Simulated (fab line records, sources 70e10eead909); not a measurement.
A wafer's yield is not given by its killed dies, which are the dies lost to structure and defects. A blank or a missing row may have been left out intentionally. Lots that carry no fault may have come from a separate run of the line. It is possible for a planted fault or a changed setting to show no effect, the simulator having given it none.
fab line records -- flow nand-harc
record: lots: 6, wafers: 18, last-day: 23
route steps=1159 shown A_ONON_D1@430 END@1159
lots that met no fault: from a run of the same line without faults
start-h: hours from the record's first day to the start of the lot's first wafer shown -- wait-h: hours since the lot's step before -- " as in the row above -- L1.1+2: one row covering several wafers at once -- - no value, or no start given -- * or withheld: withheld -- < > ~ a bound
route shown NAME@n: names a module that has steps shown in the file, with the first one's number in the route -- usual: mean/standard deviation taken from wafers without a fault -- same: alike in all rows -- chamber/n: place in a boat -- sites: per-site readings -- _std_site: the values' standard deviation -- _edge_site: inner sites' mean taken away from outer sites' mean -- radius-mm: how far each site lies from the wafer's centre -- mask NAME#n: copy n -- behind: the most recent tool/chamber to have shaped the wafer -- hold: why the lot was held/for how many hours/how that ended -- device: the transistor (n, p or np) that didn't switch -- end of line: the tests these same wafers got at the end of their route -- where a step has no rows: the recipe by itself -- killed: count of dies lost to structure and defects at first sort (not the wafer's yield) -- map: the dies of a wafer, with x for killed, . for not killed, _ for no die there
set.NAME: the setting as run; set.NAME@STEP: as run at that earlier step -- model.NAME: the simulator's own value behind a step, which no gauge read
lots seen at some steps along the route; tables by step, rows by wafer
== steps ==
step: NHARC_A_ONON_D1_DEP_09
recipe: target-thk-a: 10000, n2-flow-sccm: 2750, n2o-flow-sccm: 2000, nh3-flow-sccm: 500, sih4-flow-sccm: 210, temp-c: 400
step: NHARC_A_ONON_D1_THK_MEAS_11
recipe: thk-meas-gauge: ellipsometry
usual: thk-nm: 999/9.5
lot.wafer,tool,chamber,start-h,wait-h,thk-nm
L227.1,film-metro-01,-,173.68,-,994
L227.2,film-metro-01,-,173.68,-,993
L227.3,film-metro-01,-,173.68,-,993
L230.1,film-metro-02,-,190.19,-,995
L230.3,film-metro-02,-,190.19,-,993
L230.5,film-metro-02,-,190.19,-,993
L241.1,film-metro-02,-,253.28,-,987
L241.3,film-metro-02,-,253.28,-,988
L241.6,film-metro-02,-,253.28,-,989
L244.2,film-metro-02,-,262.75,-,1014
L244.3,film-metro-02,-,262.75,-,1010
L244.5,film-metro-02,-,262.75,-,1012
L243.2,film-metro-01,-,262.96,-,1003
L243.4,film-metro-01,-,262.96,-,1003
L243.5,film-metro-01,-,262.96,-,1004
L245.1,film-metro-02,-,273.52,-,994
L245.4,film-metro-02,-,273.52,-,994
L245.5,film-metro-02,-,273.52,-,994
step: NHARC_A_ONON_D1_DEP_12
recipe: target-thk-a: 10000, n2-flow-sccm: 2750, n2o-flow-sccm: 2000, nh3-flow-sccm: 500, sih4-flow-sccm: 210, temp-c: 400
step: NHARC_A_ONON_D1_THK_MEAS_14
recipe: thk-meas-gauge: ellipsometry
usual: thk-nm: 1000/8.3
lot.wafer,tool,chamber,start-h,wait-h,thk-nm
L227.1,film-metro-01,-,174.25,-,1002
L227.2,film-metro-01,-,174.25,-,1004
L227.3,film-metro-01,-,174.25,-,1002
L230.1,film-metro-01,-,190.75,-,988
L230.3,film-metro-01,-,190.75,-,988
L230.5,film-metro-01,-,190.75,-,987
L241.1,film-metro-01,-,253.86,-,998
L241.3,film-metro-01,-,253.86,-,997
L241.6,film-metro-01,-,253.86,-,999
L244.2,film-metro-02,-,263.32,-,1000
L244.3,film-metro-02,-,263.32,-,1001
L244.5,film-metro-02,-,263.32,-,1001
L243.2,film-metro-01,-,263.55,-,1007
L243.4,film-metro-01,-,263.55,-,1006
L243.5,film-metro-01,-,263.55,-,1005
L245.1,film-metro-01,-,274.09,-,994
L245.4,film-metro-01,-,274.09,-,996
L245.5,film-metro-01,-,274.09,-,995
step: NHARC_A_ONON_D1_ANNEAL_15
recipe: temp-c: 750, time-s: 3600
step: NHARC_A_ONON_D1_DEP_16
recipe: target-thk-a: 10000, n2-flow-sccm: 2750, n2o-flow-sccm: 2000, nh3-flow-sccm: 500, sih4-flow-sccm: 210, temp-c: 400
step: NHARC_A_ONON_D1_THK_MEAS_18
recipe: thk-meas-gauge: ellipsometry
usual: thk-nm: 1002/10
lot.wafer,tool,chamber,start-h,wait-h,thk-nm
L227.1,film-metro-02,-,182.22,-,1020
L227.2,film-metro-02,-,182.22,-,1020
L227.3,film-metro-02,-,182.22,-,1019
L230.1,film-metro-01,-,198.23,-,993
L230.3,film-metro-01,-,198.23,-,993
L230.5,film-metro-01,-,198.23,-,995
L241.1,film-metro-02,-,260.92,-,995
L241.3,film-metro-02,-,260.92,-,998
L241.6,film-metro-02,-,260.92,-,998
L243.2,film-metro-01,-,270.46,-,996
L243.4,film-metro-01,-,270.46,-,998
L243.5,film-metro-01,-,270.46,-,998
L244.2,film-metro-02,-,270.46,-,1000
L244.3,film-metro-02,-,270.46,-,1001
L244.5,film-metro-02,-,270.46,-,1000
L245.1,film-metro-02,-,282.28,-,995
L245.4,film-metro-02,-,282.28,-,994
L245.5,film-metro-02,-,282.28,-,995
step: NHARC_A_ONON_D1_DEP_19
recipe: target-thk-a: 10000, n2-flow-sccm: 2750, n2o-flow-sccm: 2000, nh3-flow-sccm: 500, sih4-flow-sccm: 210, temp-c: 400
step: NHARC_A_ONON_D1_THK_MEAS_21
recipe: thk-meas-gauge: ellipsometry
usual: thk-nm: 999/9.3
lot.wafer,tool,chamber,start-h,wait-h,thk-nm
L227.1,film-metro-02,-,182.80,-,996
L227.2,film-metro-02,-,182.80,-,995
L227.3,film-metro-02,-,182.80,-,994
L230.1,film-metro-01,-,198.93,-,1020
L230.3,film-metro-01,-,198.93,-,1021
L230.5,film-metro-01,-,198.93,-,1022
L241.1,film-metro-01,-,261.49,-,984
L241.3,film-metro-01,-,261.49,-,983
L241.6,film-metro-01,-,261.49,-,984
L243.2,film-metro-02,-,271.03,-,1006
L243.4,film-metro-02,-,271.03,-,1006
L243.5,film-metro-02,-,271.03,-,1007
L244.2,film-metro-01,-,271.03,-,1000
L244.3,film-metro-01,-,271.03,-,1002
L244.5,film-metro-01,-,271.03,-,1001
L245.1,film-metro-02,-,282.84,-,993
L245.4,film-metro-02,-,282.84,-,994
L245.5,film-metro-02,-,282.84,-,994
step: NHARC_A_ONON_D1_DEP_22
recipe: target-thk-a: 10000, n2-flow-sccm: 2750, n2o-flow-sccm: 2000, nh3-flow-sccm: 500, sih4-flow-sccm: 210, temp-c: 400
step: NHARC_A_ONON_D1_THK_MEAS_24
recipe: thk-meas-gauge: ellipsometry
usual: thk-nm: 995/9.2
lot.wafer,tool,chamber,start-h,wait-h,thk-nm
L227.1,film-metro-02,-,183.38,-,1006
L227.2,film-metro-02,-,183.38,-,1006
L227.3,film-metro-02,-,183.38,-,1005
L230.1,film-metro-01,-,199.63,-,979
L230.3,film-metro-01,-,199.63,-,978
L230.5,film-metro-01,-,199.63,-,980
L241.1,film-metro-02,-,262.05,-,1005
L241.3,film-metro-02,-,262.05,-,1006
L241.6,film-metro-02,-,262.05,-,1005
L244.2,film-metro-01,-,271.59,-,995
L244.3,film-metro-01,-,271.59,-,992
L244.5,film-metro-01,-,271.59,-,994
L243.2,film-metro-02,-,271.59,-,999
L243.4,film-metro-02,-,271.59,-,999
L243.5,film-metro-02,-,271.59,-,1000
L245.1,film-metro-02,-,283.42,-,1012
L245.4,film-metro-02,-,283.42,-,1013
L245.5,film-metro-02,-,283.42,-,1013
step: NHARC_A_ONON_D1_DEP_25
recipe: target-thk-a: 10000, n2-flow-sccm: 2750, n2o-flow-sccm: 2000, nh3-flow-sccm: 500, sih4-flow-sccm: 210, temp-c: 400
usual: sih4-flow-sccm: 210.0/0.66
lot.wafer,tool,chamber,start-h,wait-h,sih4-flow-sccm
L227.1,pecvd-onon-02,0,183.44,0.1,209.7
L227.2,pecvd-onon-02,0,183.44,0.1,210.1
L227.3,pecvd-onon-02,0,183.44,0.1,210.0
L230.1,pecvd-onon-03,0,199.69,0.1,210.7
L230.3,pecvd-onon-03,0,199.69,0.1,210.8
L230.5,pecvd-onon-03,0,199.69,0.1,210.8
L241.1,pecvd-onon-03,0,262.11,0.1,210.2
L241.3,pecvd-onon-03,0,262.11,0.1,210.3
L241.6,pecvd-onon-03,0,262.11,0.1,210.1
L244.2,pecvd-onon-02,0,271.71,0.1,250.4
L244.3,pecvd-onon-02,0,271.71,0.1,251.2
L244.5,pecvd-onon-02,0,271.71,0.1,251.8
L243.2,pecvd-onon-03,0,271.71,0.1,211.2
L243.4,pecvd-onon-03,0,271.71,0.1,210.9
L243.5,pecvd-onon-03,0,271.71,0.1,210.3
L245.1,pecvd-onon-02,0,283.48,0.1,252.8
L245.4,pecvd-onon-02,0,283.48,0.1,253.4
L245.5,pecvd-onon-02,0,283.48,0.1,253.5
step: NHARC_A_ONON_D1_THK_MEAS_27
recipe: thk-meas-gauge: ellipsometry
usual: thk-nm: 1000/11
lot.wafer,tool,chamber,start-h,wait-h,thk-nm
L227.1,film-metro-01,-,183.95,-,988
L227.2,film-metro-01,-,183.95,-,987
L227.3,film-metro-01,-,183.95,-,988
L230.1,film-metro-01,-,200.20,-,1001
L230.3,film-metro-01,-,200.20,-,1000
L230.5,film-metro-01,-,200.20,-,1002
L241.1,film-metro-02,-,262.61,-,987
L241.3,film-metro-02,-,262.61,-,987
L241.6,film-metro-02,-,262.61,-,987
L243.2,film-metro-02,-,272.15,-,1010
L243.4,film-metro-02,-,272.15,-,1009
L243.5,film-metro-02,-,272.15,-,1008
L244.2,film-metro-01,-,272.16,-,996
L244.3,film-metro-01,-,272.16,-,993
L244.5,film-metro-01,-,272.16,-,995
L245.1,film-metro-01,-,283.98,-,1022
L245.4,film-metro-01,-,283.98,-,1021
L245.5,film-metro-01,-,283.98,-,1023
step: NHARC_END_SORT_01
recipe: temp-c: 25
usual: killed-at-array: 26/9.9, killed-at-other: 0.8/1, killed-at-periphery: 2.8/2.2, killed-dies: 29/9.9, killed-open: 3.2/1.8, killed-short: 2.1/1.4
same: gross-dies: 677
lot.wafer,tool,chamber,start-h,wait-h,killed-at-array,killed-at-other,killed-at-periphery,killed-dies,killed-open,killed-short
L227.1,prober-02,0,459.49,2.5,27,0,3,30,2,3
L227.2,prober-02,0,460.29,2.8,35,0,0,35,3,4
L227.3,prober-02,0,461.09,3.1,27,0,7,34,4,1
L241.1,prober-02,0,525.24,2.5,26,0,8,34,5,0
L241.3,prober-02,0,526.82,3.1,24,0,2,26,2,2
L241.6,prober-02,0,529.19,4.0,30,0,4,34,1,3
L244.2,prober-02,0,541.47,2.8,17,2,4,23,3,2
L244.3,prober-02,0,542.28,3.1,21,1,6,28,8,2
L244.5,prober-02,0,543.90,3.7,17,1,6,24,6,3
L245.1,prober-01,0,551.33,2.5,20,6,2,28,1,5
L245.4,prober-01,0,553.74,3.4,21,2,0,23,4,2
L245.5,prober-01,0,554.54,3.7,16,2,5,23,3,3
killed by level:class
L227.1 A_CHANNEL_HOLE_D1:chamber-film-flake=10 A_SLIT:chamber-film-flake=10 P_CONTACT:geometric-particle:short=1 A_CHANNEL_FILL_D1:geometric-particle:short=1 A_WL_FILL:geometric-particle:short=1 A_WL_FILL:geometric-particle:open=1 A_CONTACT:geometric-particle:open=1 P_STI:chamber-film-flake=1
L227.2 A_CHANNEL_HOLE_D1:chamber-film-flake=11 A_SLIT:chamber-film-flake=9 A_CONTACT:chamber-film-flake=3 A_STAIRCASE:chamber-film-flake=2 A_CHANNEL_HOLE_D1:geometric-particle:short=1 A_CHANNEL_FILL_D1:geometric-particle:short=1 A_CHANNEL_FILL_D1:geometric-particle:open=1 A_WL_FILL:geometric-particle:short=1
L227.3 A_CHANNEL_HOLE_D1:chamber-film-flake=13 A_SLIT:chamber-film-flake=9 P_CONTACT:geometric-particle:open=2 P_BONDPAD:chamber-film-flake=2 A_CONTACT:chamber-film-flake=2 P_GATE:geometric-particle:open=1 A_CHANNEL_HOLE_D1:geometric-particle:open=1 A_WL_FILL:geometric-particle:short=1
L241.1 A_SLIT:chamber-film-flake=13 A_CONTACT:chamber-film-flake=5 P_CONTACT:chamber-film-flake=4 A_CHANNEL_HOLE_D1:chamber-film-flake=4 P_M0:geometric-particle:open=1 P_M1:geometric-particle:open=1 A_ONON_D1:geometric-particle:open=1 A_STAIRCASE:geometric-particle:open=1
L241.3 A_SLIT:chamber-film-flake=8 A_CHANNEL_HOLE_D1:chamber-film-flake=4 A_STAIRCASE:chamber-film-flake=3 A_WL_FILL:chamber-film-flake=3 A_CONTACT:chamber-film-flake=3 P_M1:geometric-particle:short=1 A_ONON_D1:geometric-particle:short=1 A_CONTACT:geometric-particle:open=1
L241.6 A_SLIT:chamber-film-flake=18 A_CHANNEL_HOLE_D1:chamber-film-flake=5 A_CONTACT:chamber-film-flake=4 P_CONTACT:geometric-particle:short=2 A_WL_FILL:chamber-film-flake=2 P_CONTACT:geometric-particle:open=1 A_CONTACT:geometric-particle:short=1 P_CONTACT:chamber-film-flake=1
L244.2 A_CHANNEL_HOLE_D1:chamber-film-flake=4 A_STAIRCASE:chamber-film-flake=3 A_CONTACT:chamber-film-flake=3 A_M1:chamber-film-flake=3 A_WL_FILL:geometric-particle:short=2 P_GATE:chamber-film-flake=2 THIN_TSV:chamber-film-flake=2 P_GATE:geometric-particle:open=1
L244.3 A_CHANNEL_HOLE_D1:chamber-film-flake=8 A_CONTACT:chamber-film-flake=7 A_CONTACT:geometric-particle:open=3 P_GATE:geometric-particle:short=1 P_GATE:geometric-particle:open=1 P_M0:geometric-particle:open=1 P_M0:geometric-particle:short=1 A_BLC:geometric-particle:open=1
L244.5 A_CHANNEL_HOLE_D1:chamber-film-flake=4 A_CONTACT:chamber-film-flake=4 A_CONTACT:geometric-particle:open=2 P_GATE:geometric-particle:short=1 P_M0:geometric-particle:open=1 P_M2:geometric-particle:open=1 A_ONON_D1:geometric-particle:open=1 A_SGD_CUT:geometric-particle:short=1
L245.1 A_CHANNEL_HOLE_D1:chamber-film-flake=6 THIN_TSV:chamber-film-flake=6 A_CONTACT:chamber-film-flake=5 A_WL_FILL:geometric-particle:short=3 A_CHANNEL_HOLE_D1:geometric-particle:short=1 A_CHANNEL_FILL_D1:geometric-particle:short=1 A_CONTACT:geometric-particle:open=1 P_GATE:chamber-film-flake=1
L245.4 A_CONTACT:chamber-film-flake=8 A_CHANNEL_HOLE_D1:chamber-film-flake=4 A_CONTACT:geometric-particle:open=2 A_WL_FILL:chamber-film-flake=2 THIN_TSV:chamber-film-flake=2 A_SGD_CUT:geometric-particle:short=1 A_SGD_CUT:geometric-particle:open=1 A_BLC:geometric-particle:open=1
L245.5 A_CHANNEL_HOLE_D1:chamber-film-flake=9 A_CONTACT:chamber-film-flake=4 P_STI:chamber-film-flake=2 THIN_TSV:chamber-film-flake=2 P_GATE:geometric-particle:open=1 P_M0:geometric-particle:open=1 P_M0:geometric-particle:short=1 A_ONON_D1:geometric-particle:short=1
== key ==
first-sign: step: NHARC_A_ONON_D1_DEP_25, reading: sih4-flow-sccm, direction: up, sigmas: 63, usual: 210.0, struck: 252.2
effect none on later readings
met-at NHARC_A_ONON_D1_DEP_25
struck-wafers L244.2,L244.3,L244.5,L245.1,L245.4,L245.5
tester-left-out L244,L245
onset-between 183.44 271.71
fault: kind: process-parameter-drift, tool: pecvd-onon-02, chamber: -, onset-h: 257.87, steps: NHARC_A_ONON_D1_DEP_25, channel: sih4-flow-sccm, offset: 42, shape: step, end-h: 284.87, acts-in: these-recipes-only, stated: 210
tester-left-out: of these lots the tester's yield and bins aren't shown, on N5 and GAA mostly nor the transistor test; their killed dies are dies lost to structure and defects alone, not to doping, threshold or leakage, so they don't give the yield
